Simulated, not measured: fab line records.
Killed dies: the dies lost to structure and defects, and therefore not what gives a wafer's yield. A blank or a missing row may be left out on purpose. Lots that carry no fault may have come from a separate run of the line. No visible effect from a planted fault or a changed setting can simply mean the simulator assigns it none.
Matching of chambers	flow n5_finfet	4 sister chambers for N5_BEOL_M3_STRIP_19 on rie_diel-06
The step strips in O2. 24 wafers are shown with their chamber, then 12 later ones without.

## WAFERS PAIRED WITH THEIR CHAMBERS
wafer	chamber	drypump_motor_current_A (A)	showerhead_plenum_p_Torr (Torr)	throttle_valve_pct (%)
L075.3	1	5.5	2.00	16.58
L075.5	2	6.5	2.10	16.75
L075.6	3	6.6	2.04	16.67
L076.1	1	5.5	1.99	16.59
L076.4	2	6.5	2.10	16.76
L076.5	0	5.7	2.12	16.27
L078.1	2	6.5	2.10	16.76
L078.2	3	6.6	2.04	16.67
L078.3	1	5.5	1.99	16.62
L079.1	1	5.5	1.99	16.60
L079.2	2	6.5	2.10	16.75
L079.3	0	5.7	2.12	16.28
L079.4	3	6.5	2.04	16.68
L079.5	0	5.7	2.12	16.27
L079.6	1	5.5	1.99	16.61
L081.2	2	6.5	2.09	16.77
L081.4	3	6.6	2.04	16.69
L081.5	1	5.5	1.99	16.63
L084.1	2	6.5	2.09	16.81
L084.3	0	5.7	2.12	16.31
L084.5	3	6.5	2.04	16.71
L082.3	3	6.6	2.04	16.69
L082.4	2	6.5	2.09	16.79
L082.5	0	5.7	2.12	16.29

SIGNATURES, as means of the wafers listed above
reading	chamber 0	chamber 1	chamber 2	chamber 3	scatter within a chamber
drypump_motor_current_A	5.700	5.500	6.500	6.567	0.0258
showerhead_plenum_p_Torr	2.1200	1.9917	2.0957	2.0400	0.00357
throttle_valve_pct	16.2840	16.6050	16.7700	16.6850	0.0187
Rule: distance of a wafer from a chamber = root of the sum over the readings of ((wafer's reading minus chamber's mean) / reading's scatter) squared. If the next closest chamber is less than 2 further off than the closest, the wafer can't be placed; otherwise it belongs to the closest. The scatter: the root of (the sum of the squares of (reading less its chamber's mean) over the shown wafers, divided by (wafers less chambers)).

## WAFERS WITH NO CHAMBER GIVEN
wafer	drypump_motor_current_A (A)	showerhead_plenum_p_Torr (Torr)	throttle_valve_pct (%)
L086.2	5.5	1.99	16.62
L086.4	6.6	2.04	16.69
L086.6	5.5	1.99	16.63
L089.1	5.5	1.99	16.65
L089.3	5.7	2.12	16.32
L089.4	6.6	2.04	16.69
L092.1	6.6	2.03	16.72
L092.4	5.5	1.99	16.65
L092.5	5.5	1.99	16.66
L096.1	5.5	1.98	16.66
L096.2	5.7	2.11	16.33
L096.6	5.7	2.11	16.35

## CHAMBER TAKEN BY EACH
wafer	from the rows above	in truth
L086.2	1	1
L086.4	3	3
L086.6	1	1
L089.1	1	1
L089.3	0	0
L089.4	3	3
L092.1	3	3
L092.4	1	1
L092.5	1	1
L096.1	1	1
L096.2	0	0
L096.6	0	0
Placed correctly: 12 of 12. Can't be placed from these rows: 0. Placed wrongly: 0.
